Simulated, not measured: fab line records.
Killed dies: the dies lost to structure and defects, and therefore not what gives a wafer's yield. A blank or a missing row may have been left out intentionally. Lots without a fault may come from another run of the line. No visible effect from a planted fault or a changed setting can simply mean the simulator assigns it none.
Chamber matching	flow n5-finfet	rie-diel-05 running N5_BEOL_M0_SAQP_SPACER2_ETCHBACK_27: 4 sister chambers
The step etches SiO2 in CHF3/O2, target depth 22.5 nm, time 11.25 s. 4 wafers are shown with their chamber, then 12 later ones without.

WAFERS PAIRED WITH THEIR CHAMBERS
wafer	chamber	showerhead-plenum-p-Torr (Torr)
L080.6	0	2.38
L081.3	1	2.49
L089.2	3	2.38
L089.6	2	2.51

WAFERS MISSING THEIR CHAMBER
wafer	showerhead-plenum-p-Torr (Torr)
L092.1	2.38
L092.2	2.51
L092.6	2.38
L094.1	2.38
L094.2	2.48
L094.5	2.47
L095.2	2.37
L095.5	2.51
L095.6	2.38
L097.2	2.47
L097.3	2.51
L097.6	2.51

WHICH CHAMBER EACH ONE RAN IN
wafer	from the rows above	in truth
L092.1	can't be placed: 0 or 3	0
L092.2	2	2
L092.6	can't be placed: 0 or 3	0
L094.1	can't be placed: 0 or 3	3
L094.2	1	1
L094.5	1	1
L095.2	can't be placed: 0 or 3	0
L095.5	2	2
L095.6	can't be placed: 0 or 3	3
L097.2	1	1
L097.3	2	2
L097.6	2	2
Correctly placed: 7 of 12. Not placeable from these rows: 5 (in 5, the candidates include the true chamber). Placed wrongly: 0.
How it was worked out, from the rows above alone: a wafer's distance from a chamber is the root of the sum, over the readings, of the square of ((its reading less the chamber's mean) divided by the reading's scatter). The wafer belongs to the nearest chamber; if the next one is less than 2 further off, it can't be placed. For every chamber, the mean is computed from those of its wafers that are shown. The scatter (one wafer shown for each chamber): square how far every hidden wafer sits from the nearest shown wafer, average those squares and take the square root.
